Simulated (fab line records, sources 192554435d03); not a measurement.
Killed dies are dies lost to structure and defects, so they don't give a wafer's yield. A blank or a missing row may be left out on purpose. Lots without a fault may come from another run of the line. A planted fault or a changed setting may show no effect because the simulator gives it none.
Chamber matching | flow n5_finfet | N5_ILD0_CMP_12 on cmp-04: 4 sister chambers
The step polishes SiNx, stops on poly-Si, t overpolish 6 s, target thk 17.67 nm. 18 wafers are shown with their chamber, then 9 later ones without.

WAFERS WITH THEIR CHAMBER
wafer  | chamber | motor_current_A (A) | slurry_filter_dp_kPa (kPa) | time_to_endpoint_s (s)
L075.1 | 2       | 8.7                 | 13.66                      | 32.1
L075.5 | 2       | 8.7                 | 13.21                      | 31.3
L075.6 | 1       | 7.5                 | 13.42                      | 33.0
L076.1 | 0       | 9.1                 | 13.51                      | 34.8
L076.3 | 3       | 9.6                 | 13.67                      | 30.7
L076.5 | 3       | 9.7                 | 13.56                      | 33.1
L079.2 | 1       | 7.0                 | 13.65                      | 30.6
L079.5 | 2       | 8.4                 | 13.67                      | 31.0
L079.6 | 1       | 7.7                 | 13.42                      | 31.3
L081.1 | 2       | 8.7                 | 13.31                      | 34.3
L081.4 | 3       | 10.3                | 13.53                      | 31.3
L081.6 | 0       | 9.4                 | 13.62                      | 33.6
L084.1 | 2       | 8.8                 | 13.32                      | 31.2
L084.5 | 3       | 10.2                | 13.31                      | 32.6
L084.6 | 0       | 9.0                 | 13.77                      | 30.5
L088.1 | 1       | 7.2                 | 13.37                      | 30.1
L088.3 | 3       | 10.5                | 13.39                      | 27.7
L088.5 | 1       | 7.2                 | 13.40                      | 30.2

SIGNATURES (means of the wafers above)
reading              | chamber 0 | chamber 1 | chamber 2 | chamber 3 | scatter within a chamber
motor_current_A      | 9.167     | 7.320     | 8.660     | 10.060    | 0.28
slurry_filter_dp_kPa | 13.6333   | 13.4520   | 13.4340   | 13.4920   | 0.158
time_to_endpoint_s   | 32.967    | 31.040    | 31.980    | 31.080    | 1.71
Rule: a wafer's distance from a chamber is the root of the sum, over the readings, of the square of ((its reading less the chamber's mean) divided by the reading's scatter). The wafer belongs to the nearest chamber; if the next one is less than 2 further off, it can't be placed. The scatter: the root of (the sum of the squares of (reading less its chamber's mean) over the shown wafers, divided by (wafers less chambers)).

WAFERS WITHOUT THEIR CHAMBER
wafer  | motor_current_A (A) | slurry_filter_dp_kPa (kPa) | time_to_endpoint_s (s)
L094.2 | 10.7                | 13.59                      | 30.7
L094.4 | 7.3                 | 13.52                      | 30.9
L094.5 | 7.1                 | 13.32                      | 33.6
L095.2 | 10.1                | 13.69                      | 30.3
L095.3 | 9.1                 | 13.50                      | 31.7
L095.4 | 8.1                 | 13.29                      | 31.0
L096.2 | 9.4                 | 13.42                      | 31.0
L096.3 | 8.9                 | 13.68                      | 29.8
L096.6 | 7.6                 | 13.46                      | 31.8

WHICH CHAMBER EACH WENT THROUGH
wafer  | from the rows above          | in truth
L094.2 | 3                            | 3
L094.4 | 1                            | 1
L094.5 | 1                            | 1
L095.2 | 3                            | 3
L095.3 | can't be placed: 0 or 2      | 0
L095.4 | can't be placed: 2 or 1      | 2
L096.2 | can't be placed: 0 or 3 or 2 | 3
L096.3 | can't be placed: 0 or 2      | 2
L096.6 | 1                            | 1
Placed correctly: 5 of 9. Can't be placed from these rows: 4 (the true chamber is among the candidates in 4). Placed wrongly: 0.
